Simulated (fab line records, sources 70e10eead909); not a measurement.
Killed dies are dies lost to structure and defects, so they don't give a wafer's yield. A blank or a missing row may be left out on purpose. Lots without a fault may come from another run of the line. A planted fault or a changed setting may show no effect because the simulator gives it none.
Chamber matching | flow nand_harc | NHARC_A_CHANNEL_FILL_D1_ETCHBACK_20 on rie_diel-03: 4 sister chambers
The step etches the open film in C4F8/O2/Ar, target depth 27 nm, time 13.5 s. 8 wafers are shown with their chamber, then 11 later ones without.

WAFERS WITH THEIR CHAMBER
wafer  | chamber | rf_vpp_V (V) | oes_product_au (a.u.)
L080.3 | 1       | 981          | 1.00
L080.5 | 2       | 974          | 1.01
L082.5 | 0       | 970          | 1.00
L082.6 | 3       | 984          | 0.99
L084.1 | 1       | 982          | 0.99
L084.2 | 0       | 971          | 1.01
L084.4 | 3       | 984          | 0.99
L088.1 | 2       | 974          | 1.02

WAFERS WITHOUT THEIR CHAMBER
wafer  | rf_vpp_V (V) | oes_product_au (a.u.)
L088.3 | 981          | 1.00
L088.6 | 983          | 1.00
L086.1 | 982          | 1.00
L086.3 | 972          | 1.02
L086.6 | 971          | 1.00
L094.1 | 973          | 0.93
L094.2 | 970          | 0.93
L094.4 | 982          | 0.91
L095.3 | 983          | 0.92
L095.4 | 975          | 0.93
L095.6 | 985          | 0.93

WHICH CHAMBER EACH WENT THROUGH
wafer  | from the rows above     | in truth
L088.3 | 1                       | 1
L088.6 | can't be placed: 3 or 1 | 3
L086.1 | 1                       | 1
L086.3 | can't be placed: 0 or 2 | 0
L086.6 | 0                       | 0
L094.1 | can't be placed: 0 or 2 | 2
L094.2 | 0                       | 0
L094.4 | can't be placed: 3 or 1 | 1
L095.3 | can't be placed: 3 or 1 | 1
L095.4 | can't be placed: 2 or 0 | 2
L095.6 | 3                       | 3
Placed correctly: 5 of 11. Can't be placed from these rows: 6 (the true chamber is among the candidates in 6). Placed wrongly: 0.
How it was worked out, from the rows above alone: a wafer's distance from a chamber is the root of the sum, over the readings, of the square of ((its reading less the chamber's mean) divided by the reading's scatter). The wafer belongs to the nearest chamber; if the next one is less than 2 further off, it can't be placed. A chamber's mean is the mean of its shown wafers. The scatter: the root of (the sum of the squares of (reading less its chamber's mean) over the shown wafers, divided by (wafers less chambers)).
